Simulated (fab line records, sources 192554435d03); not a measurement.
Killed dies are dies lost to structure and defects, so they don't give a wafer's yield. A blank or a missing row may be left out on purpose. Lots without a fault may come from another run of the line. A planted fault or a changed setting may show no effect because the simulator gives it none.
Chamber matching | flow n5_finfet | N5_BEOL_M4_STRIP_66 on rie_diel-01: 4 sister chambers
The step strips in CF4. 20 wafers are shown with their chamber, then 10 later ones without.

WAFERS WITH THEIR CHAMBER
wafer  | chamber | showerhead_plenum_p_Torr (Torr) | throttle_valve_pct (%) | oes_product_au (a.u.)
L075.1 | 0       | 1.86                            | 13.66                  | 0.74
L075.2 | 1       | 1.71                            | 14.13                  | 0.71
L075.6 | 3       | 1.76                            | 13.55                  | 0.72
L074.3 | 0       | 1.86                            | 13.64                  | 0.73
L074.5 | 0       | 1.86                            | 13.64                  | 0.73
L074.6 | 3       | 1.76                            | 13.54                  | 0.72
L077.2 | 1       | 1.71                            | 14.12                  | 0.70
L077.5 | 2       | 1.78                            | 13.76                  | 0.69
L077.6 | 1       | 1.71                            | 14.14                  | 0.70
L084.2 | 2       | 1.78                            | 13.81                  | 0.69
L084.3 | 0       | 1.86                            | 13.71                  | 0.72
L084.5 | 2       | 1.78                            | 13.81                  | 0.68
L082.1 | 0       | 1.86                            | 13.71                  | 0.71
L082.3 | 3       | 1.76                            | 13.60                  | 0.70
L082.4 | 2       | 1.77                            | 13.80                  | 0.69
L087.1 | 2       | 1.77                            | 13.84                  | 0.68
L087.3 | 1       | 1.71                            | 14.18                  | 0.69
L087.6 | 3       | 1.76                            | 13.60                  | 0.70
L089.2 | 0       | 1.85                            | 13.73                  | 0.71
L089.5 | 2       | 1.77                            | 13.84                  | 0.68

SIGNATURES (means of the wafers above)
reading                  | chamber 0 | chamber 1 | chamber 2 | chamber 3 | scatter within a chamber
showerhead_plenum_p_Torr | 1.8583    | 1.7100    | 1.7750    | 1.7600    | 0.00382
throttle_valve_pct       | 13.6817   | 14.1425   | 13.8100   | 13.5725   | 0.033
oes_product_au           | 0.7233    | 0.7000    | 0.6850    | 0.7100    | 0.00963
Rule: a wafer's distance from a chamber is the root of the sum, over the readings, of the square of ((its reading less the chamber's mean) divided by the reading's scatter). The wafer belongs to the nearest chamber; if the next one is less than 2 further off, it can't be placed. The scatter: the root of (the sum of the squares of (reading less its chamber's mean) over the shown wafers, divided by (wafers less chambers)).

WAFERS WITHOUT THEIR CHAMBER
wafer  | showerhead_plenum_p_Torr (Torr) | throttle_valve_pct (%) | oes_product_au (a.u.)
L089.6 | 1.71                            | 14.19                  | 0.69
L093.1 | 1.77                            | 13.86                  | 0.67
L093.2 | 1.85                            | 13.72                  | 0.71
L093.4 | 1.75                            | 13.63                  | 0.69
L095.3 | 1.85                            | 13.75                  | 0.70
L095.5 | 1.75                            | 13.63                  | 0.69
L095.6 | 1.77                            | 13.86                  | 0.67
L097.2 | 1.85                            | 13.79                  | 0.69
L097.3 | 1.91                            | 13.67                  | 0.94
L097.5 | 1.75                            | 13.67                  | 0.68

WHICH CHAMBER EACH WENT THROUGH
wafer  | from the rows above | in truth
L089.6 | 1                   | 1
L093.1 | 2                   | 2
L093.2 | 0                   | 0
L093.4 | 3                   | 3
L095.3 | 0                   | 0
L095.5 | 3                   | 3
L095.6 | 2                   | 2
L097.2 | 0                   | 0
L097.3 | 0                   | 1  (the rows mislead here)
L097.5 | 3                   | 3
Placed correctly: 9 of 10. Can't be placed from these rows: 0. Placed wrongly: 1.
